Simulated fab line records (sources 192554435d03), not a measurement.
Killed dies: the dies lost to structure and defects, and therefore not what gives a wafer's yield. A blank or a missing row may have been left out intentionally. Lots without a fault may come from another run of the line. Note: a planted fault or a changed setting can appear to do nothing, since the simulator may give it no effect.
Split-lot trial    flow n5-finfet    7 lots, 21 wafers read, on a route of 1938 steps

SPLIT DETAILS
At N5_ZERO_LAYER_ETCH_18 (etches Si in HBr/Cl2, target depth 120 nm, time 40 s), the setting icp-w was moved away from the recipe's 800 W on 8 of the 21 wafers read, by -10.3% to +17.3%. The other wafers ran this setting at the recipe's value.

The reading is taken at the split's own step.

THE READING
etch.depth-nm (the simulator's own value, which no gauge read), in nm, at N5_ZERO_LAYER_ETCH_18 (etches Si in HBr/Cl2, target depth 120 nm, time 40 s). The file does not state a usual value for it. Across the 13 wafers here that went through the recipe, the average is 120.3 nm and the standard deviation 1.1 nm.

wafer   tool, chamber at the split  icp-w as run, W  against the recipe  etch.depth-nm, nm  against lot-mates on the recipe
L074.2  rie-si-05, 2                800              recipe              118.9              -
L074.3  rie-si-05, 3                938.3            +17.3%              128.2              +9.3
L074.4  rie-si-05, 1                938.3            +17.3%              127                +8.1
L076.1  rie-si-06, 2                800              recipe              119.6              -
L076.2  rie-si-06, 0                911.3            +13.9%              127.8              +8.2
L076.4  rie-si-06, 1                911.3            +13.9%              127                +7.4
L081.1  rie-si-04, 1                800              recipe              119.9              -
L081.2  rie-si-04, 0                800              recipe              118.4              -
L081.4  rie-si-04, 3                800              recipe              120.5              -
L083.3  rie-si-06, 0                717.9            -10.3%              114.2              -6.8
L083.4  rie-si-06, 2                800              recipe              121                -
L083.6  rie-si-06, 0                717.9            -10.3%              113.6              -7.4
L086.2  rie-si-04, 0                800              recipe              119                -
L086.4  rie-si-04, 1                800              recipe              121.5              -
L086.5  rie-si-04, 1                800              recipe              120.8              -
L088.1  rie-si-05, 1                800              recipe              120.4              -
L088.3  rie-si-05, 2                859.7            +7.5%               125                +4.6
L088.4  rie-si-05, 0                859.7            +7.5%               126                +5.6
L090.2  rie-si-05, 0                800              recipe              122.1              -
L090.3  rie-si-05, 1                800              recipe              121.7              -
L090.5  rie-si-05, 3                800              recipe              120.5              -

FIT RESULTS
A straight line over all 21 wafers: etch.depth-nm changes by +0.509 nm for each +1% of icp-w; r = +0.96; the points scatter about the line by 1.2 nm.
The same after taking each lot's own level away (the mean of its wafers on the recipe; 21 wafers): +0.573 nm for each +1%; r = +0.98; scatter 0.9 nm.
The reading moves by 9.9 nm for the largest change in icp-w, on that fit.
Measured against the standard deviation above, the lots' own levels, which go from 118.90 to 121.43 nm, span 2.3 times it.
In other words, the slope is changed by the lot-to-lot level; the two fits disagree.
Check: for one of the wafers moved furthest among these (+17.3%), held out of the fit, the line's prediction against its lot-mates is +9.88 nm. Against them it came out at +9.3 nm.

ADDITIONAL SPLITS CARRIED BY THESE WAFERS
Other splits were also applied to these wafers ahead of the reading. Each is held against what the fit with the lots' levels taken away leaves over:
other split on the same wafers   wafers away from the commonest value  r with etch.depth-nm (lot level and that fit taken away)
N5_ZERO_LAYER_EXPOSE_08 dose-mj  3                                     -0.34

THE WHOLE CHAIN: every reading that the file lists as answering this split, in the file's order
step                   what it does                                          reading                                                                       change (the file's fit)                r (the file's)
N5_ZERO_LAYER_ETCH_18  etches Si in HBr/Cl2, target depth 120 nm, time 40 s  ZERO_LAYER.feature-depth-nm (the simulator's own value, which no gauge read)  +0.566 nm for each +1% of the setting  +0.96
N5_ZERO_LAYER_ETCH_18  etches Si in HBr/Cl2, target depth 120 nm, time 40 s  etch.depth-nm (the simulator's own value, which no gauge read)                +0.566 nm for each +1% of the setting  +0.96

FILE'S OWN FIT
etch.depth-nm changes by +0.566 nm for each +1% of icp-w, r = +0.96.
